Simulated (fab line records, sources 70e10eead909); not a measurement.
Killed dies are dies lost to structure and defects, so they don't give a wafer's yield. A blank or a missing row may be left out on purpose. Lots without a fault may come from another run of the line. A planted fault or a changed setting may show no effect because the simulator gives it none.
A struck lot beside a sound one | flow nand_harc | 41 steps out of a route of 1302
Sound: wafers L972.2, L972.4, L972.5. Struck: wafers L977.3, L977.5. (L977.6 of the same lot was not struck and is left out.) The cause comes at the end.
At each step with rows: each side's tool, then ch and its chambers, then its first start. Under that, the readings that differ: sound wafers | struck wafers | difference of the means | sigmas: that difference in standard deviations of wafers without a fault.
alike: readings whose means differ by less than 2 such deviations, and words and numbers that are the same on both sides. not compared: withheld readings, readings that some wafer has no value for, bounds like >300 that may hide the same value, and numbers for which the record gives no deviation and whose values overlap.
The two part at a step that has a row with sigmas, a row that says differs or no value, or rows on one side only. Numbers that don't overlap but have no deviation are shown without sigmas and don't part them. A reading that every wafer of one side lacks parts them only if that side has two wafers or more.

NHARC_A_M1_OVL_MEAS_10: pitch 240 nm.
  sound on overlay-01, day 24 10:31; struck on overlay-02, day 27 08:52
  reading           | sound       | struck    | difference | sigmas
  overlay_x_nm (nm) | 1.5 1.2 1.6 | -0.9 -0.8 | -2.3       | -3
  alike: overlay_y_nm
NHARC_A_M1_INSPECT_11:
  sound on defect_inspect-02, day 24 10:33; struck on defect_inspect-02, day 27 08:55
  alike: raw_defect_count
then, 3 steps without rows for these wafers: NHARC_A_M1_DESCUM_14 (chemistry O2, time 3 s); NHARC_A_M1_ETCH_35 (etches the open film in N2/H2, target depth 40 nm, overetch 12 nm, time 43.94 s); NHARC_A_M1_ETCH_15 (etches the open film in C4F8/Ar, target depth 182.5 nm, time 91.2 s).
NHARC_A_M1_CD_MEAS_16:
  sound on cd_sem-03, day 24 10:55; struck on cd_sem-03, day 27 09:17
  alike: cd_nm
NHARC_A_M1_STRIP_18: strips in N2/H2.
  sound on rie_diel-13 ch 0,1, day 24 10:59; struck on rie_diel-12 ch 1,3, day 27 09:24
  alike: drypump_motor_current_A, oes_product_au, rf_fwd_power_W, rf_vpp_V, showerhead_plenum_p_Torr, throttle_valve_pct
  not compared: rf_hours_counter_h
then, 4 steps without rows for these wafers: NHARC_A_M1_ETCH_28 (etches the open film in CF4/N2, target depth 30 nm, time 72.99 s); NHARC_A_M1_STRIP_19 (strips in post etch residue remover, time 600 s); NHARC_A_M1_DEGAS_29 (time 60 s); NHARC_A_M1_PRE_CLEAN_30 (time 30 s).
NHARC_A_M1_PVD_20: deposits TaN, target thk 5 nm, time 8.06 s.
  sound on pvd_sputter-03; struck on pvd_sputter-03
  alike: throttle_valve_pct
NHARC_A_M1_PVD_21: deposits Cu, target thk 30 nm, time 20.49 s.
  sound on pvd_sputter-03, day 24 11:51; struck on pvd_sputter-03, day 27 10:14
  alike: throttle_valve_pct
then, 1 step without rows for these wafers: NHARC_A_M1_ECD_22 (material Cu, target thk 400 nm).
NHARC_A_M1_ANNEAL_31: time 90 s.
  sound on rtp_anneal-02 ch 0, day 24 12:25; struck on rtp_anneal-01 ch 0, day 27 10:51
  alike: wafer_temp_C_max
NHARC_A_M1_CMP_23: polishes, t overpolish 20 s, target thk 154.34 nm.
  sound on cmp-04 ch 0,1,3, day 24 12:45; struck on cmp-02 ch 0,2, day 27 11:10
  alike: motor_current_A, time_to_endpoint_s
then, 1 step without rows for these wafers: NHARC_A_M1_SRD_25.
NHARC_A_M1_INSPECT_27:
  sound on defect_inspect-01, day 24 13:11; struck on defect_inspect-02, day 27 11:34
  alike: raw_defect_count
then, 2 steps without rows for these wafers: NHARC_A_M1_PRE_CLEAN_32 (time 12 s); NHARC_A_M1_DEP_33 (deposits SiCN, target thk 30 nm).
NHARC_A_BONDPAD_DEP_00: deposits SiCN, target thk 250 nm.
  the record has rows for the sound wafers here (pecvd-01 ch 0,1, day 24 13:53) and none for the struck ones
then, 1 step without rows for these wafers: NHARC_A_BONDPAD_CMP_29 (polishes SiCN, target thk 200 nm).
NHARC_A_BONDPAD_THK_MEAS_30: measures by ellipsometry.
  the record has rows for the sound wafers here (film_metro-02, day 24 14:33) and none for the struck ones
then, 10 steps without rows for these wafers: NHARC_A_BONDPAD_SRD_31; NHARC_A_BONDPAD_DEHYDRATE_01 (time 120 s); NHARC_A_BONDPAD_HMDS_02 (time 30 s); NHARC_A_BONDPAD_COAT_33 (time 65 s); NHARC_A_BONDPAD_COAT_03 (resist thk 600 nm); NHARC_A_BONDPAD_SOFTBAKE_04 (time 70 s); NHARC_A_BONDPAD_EBR_05; NHARC_A_BONDPAD_EXPOSE_06 (exposes mask A BPAD); NHARC_A_BONDPAD_PEB_07 (peb time 80 s); NHARC_A_BONDPAD_DEVELOP_08 (time 50 s).
NHARC_A_BONDPAD_CD_MEAS_09: target cd 500 nm.
  the record has rows for the sound wafers here (cd_sem-01 ch 0, day 24 14:59) and none for the struck ones
NHARC_A_BONDPAD_OVL_MEAS_35:
  the record has rows for the sound wafers here (overlay-01, day 24 15:04) and none for the struck ones
then, 4 steps without rows for these wafers: NHARC_A_BONDPAD_HARDBAKE_10 (time 65 s); NHARC_A_BONDPAD_DESCUM_11 (chemistry O2, time 3 s); NHARC_A_BONDPAD_ETCH_34 (etches the open film in N2/H2, target depth 60 nm, overetch 18 nm, time 65.91 s); NHARC_A_BONDPAD_ETCH_12 (etches the open film in CHF3/O2, target depth 220 nm, time 110 s).
NHARC_A_BONDPAD_CD_MEAS_13:
  the record has rows for the sound wafers here (cd_sem-03, day 24 15:31) and none for the struck ones
NHARC_END_SORT_01:
  the record has rows for the struck wafers here (prober-02 ch 0, day 28 17:42) and none for the sound ones

WHERE THEY PART
First at NHARC_A_M1_OVL_MEAS_10; last, within this record, at NHARC_END_SORT_01.

WHY: what the simulator had put in
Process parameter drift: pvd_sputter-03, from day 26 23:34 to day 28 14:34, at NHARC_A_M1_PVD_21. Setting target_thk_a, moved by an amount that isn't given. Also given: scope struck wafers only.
